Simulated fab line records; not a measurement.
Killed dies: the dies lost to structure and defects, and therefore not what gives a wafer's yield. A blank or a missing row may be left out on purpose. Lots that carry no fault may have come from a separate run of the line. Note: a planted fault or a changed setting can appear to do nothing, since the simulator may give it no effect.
Split-lot experiment    flow n5 finfet    21 wafers read across 7 lots, on a route 1938 steps long

SPLIT DETAILS
At N5_BEOL_M13_EXPOSE_25 (exposes mask M13, target cd 210 nm), the setting dose mj was moved away from the recipe's 22 on 7 of the 21 wafers read, by -5.2% to +4.8%. All remaining wafers had this setting at the recipe value.

FROM THE SPLIT TO THE READING: what the file shows between them, 3 steps
- N5_BEOL_M13_PEB_26: peb time 90 s
- N5_BEOL_M13_DEVELOP_27: develop time 45 s
- N5_BEOL_M13_HARDBAKE_32: time 120 s

THE READING
Shown in nm: cd nm at N5_BEOL_M13_CD_MEAS_28, with target cd 209.5 nm. Typical for fault-free wafers on this fab line: 210.2 nm, with standard deviation 0.99 nm.

wafer   tool, chamber at the split  dose mj as run  against the recipe  cd nm, nm  against lot-mates on the recipe
L082.1  krf scanner-01, 0           22              recipe              209.1      -
L082.2  krf scanner-01, 0           22.55           +2.5%               212.3      +3.2
L082.3  krf scanner-01, 0           22.55           +2.5%               212.5      +3.4
L083.4  krf scanner-02, 0           22              recipe              211.8      -
L083.5  krf scanner-02, 0           20.85           -5.2%               205.0      -6.8
L083.6  krf scanner-02, 0           22              recipe              211.7      -
L087.2  krf scanner-02, 0           22              recipe              210.7      -
L087.5  krf scanner-02, 0           22              recipe              210.4      -
L087.6  krf scanner-02, 0           21.17           -3.8%               208.1      -2.5
L088.2  krf scanner-01, 0           22              recipe              210.5      -
L088.5  krf scanner-01, 0           23.05           +4.8%               216.4      +5.9
L088.6  krf scanner-01, 0           23.05           +4.8%               215.7      +5.2
L089.1  krf scanner-01, 0           22              recipe              210.9      -
L089.5  krf scanner-01, 0           22              recipe              210.2      -
L089.6  krf scanner-01, 0           22              recipe              210.1      -
L094.1  krf scanner-01, 0           22              recipe              209.9      -
L094.4  krf scanner-01, 0           22              recipe              210.7      -
L094.5  krf scanner-01, 0           22.91           +4.1%               215.8      +5.5
L093.1  krf scanner-02, 0           22              recipe              210.5      -
L093.3  krf scanner-02, 0           22              recipe              211.8      -
L093.5  krf scanner-02, 0           22              recipe              212.7      -

THE FIT
A straight line over all 21 wafers: cd nm changes by +1.02 nm for each +1% of dose mj; r = +0.94; the points scatter about the line by 0.91 nm.
The same after taking each lot's own level away (the mean of its wafers on the recipe; 21 wafers): +1.16 nm for each +1%; r = +0.97; scatter 0.65 nm.
On that fit, the largest move of dose mj shifts the reading by 6.1 nm.
From 209.10 to 211.75 nm: that is the span of the lots' own levels, equal to 2.7 times the standard deviation above.
Thus the slope moves with the lot-to-lot level: the two fits are different.
Check: with one of the wafers moved furthest among these (-5.2%) left out of the fit, the line predicts -5.52 nm for it against its lot-mates. Against them it came out at -6.75 nm.

THE WHOLE CHAIN: every reading that the file lists as answering this split, in the file's order
step                    what it does              reading                                                          change (the file's fit)               r (the file's)
N5_BEOL_M13_CD_MEAS_28  target cd 209.5 nm        cd nm                                                            +1.16 nm for each +1% of the setting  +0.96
N5_BEOL_M13_DESCUM_33   chemistry O2, time 7.9 s  BEOL_M13.cd nm (the simulator's own value, which no gauge read)  +1.15 nm for each +1% of the setting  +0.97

THE FILE'S OWN FIT
cd nm changes by +1.16 nm for each +1% of dose mj, r = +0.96.
